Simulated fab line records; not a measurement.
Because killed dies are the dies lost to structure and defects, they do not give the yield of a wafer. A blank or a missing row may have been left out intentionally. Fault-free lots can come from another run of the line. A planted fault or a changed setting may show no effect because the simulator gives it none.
The tool behind it: which one? ; flow nand harc ; 36 wafers from 12 lots sampled at 2 of the route's 1159 steps

== WHAT THE GAUGES SHOWED, per wafer ==
NHARC_P_M1_THK_MEAS_24: measures by xrf.
lot;measured;on;thk nm (nm)
L075;day 6 17:04;film metro-01;158.7 159.2 158.2
L077;day 6 18:35;film metro-02;159.9 160.5 161.2
L079;day 7 10:59;film metro-02;152.8 157.1 156.5
L081;day 7 14:30;film metro-02;158.8 154.0 156.6
L084;day 8 05:17;film metro-01;157.3 154.7 158.5
L085;day 8 22:56;film metro-01;157.8 160.2 158.0
L086;day 9 09:35;film metro-02;158.4 159.2 160.0
L089;day 10 06:47;film metro-01;158.1 157.6 158.3
L091;day 10 08:32;film metro-01;158.3 158.2 158.5
L093;day 10 13:10;film metro-02;156.3 155.5 157.8
L094;day 11 11:48;film metro-02;159.4 157.4 157.0
L097;day 11 13:23;film metro-02;159.4 159.5 157.9

== WHICH TOOL RAN EACH LOT (tool, then ch and the chambers of the sampled wafers, then the start) ==
lot;NHARC_P_M0_PRE_CLEAN_31
L075;pecvd-03 ch 1,2, day 6 12:55
L077;pecvd-03 ch 0,1,2, day 6 14:43
L079;pecvd-04 ch 0,1, day 7 07:05
L081;pecvd-03 ch 1,2, day 7 10:32
L084;pecvd-02 ch 0,2, day 8 01:07
L085;pecvd-03 ch 0,1, day 8 19:02
L086;pecvd-02 ch 0,2, day 9 05:38
L089;pecvd-03 ch 0,1,2, day 10 02:47
L091;pecvd-02 ch 0,2, day 10 04:22
L093;pecvd-03 ch 0,2, day 10 09:06
L094;pecvd-03 ch 0,2, day 11 07:43
L097;pecvd-02 ch 0,1,2, day 11 09:15
- NHARC_P_M0_PRE_CLEAN_31: time 12 s.

== THE ANSWER, worked out from the rows above alone ==
Rule: usual is defined by the lots themselves. The widest of any qualifying gaps counts: lots, ordered by their means at a reading, are off when they make up no more than a third of the lots, leave a main group of 4 or more, and stand apart from it by 3 or more times the standard deviation of that group's means. The tables above print the reading to a certain number of digits; a main group whose means all agree to those digits is not used. A lot without any number at a reading at which 4 lots or more have one is off too. Any other lot the step has rows for is counted as sound.
No lot is off on any of the readings shown, so nothing can be concluded from this.

== WHAT HAD BEEN PUT IN BY THE SIMULATOR ==
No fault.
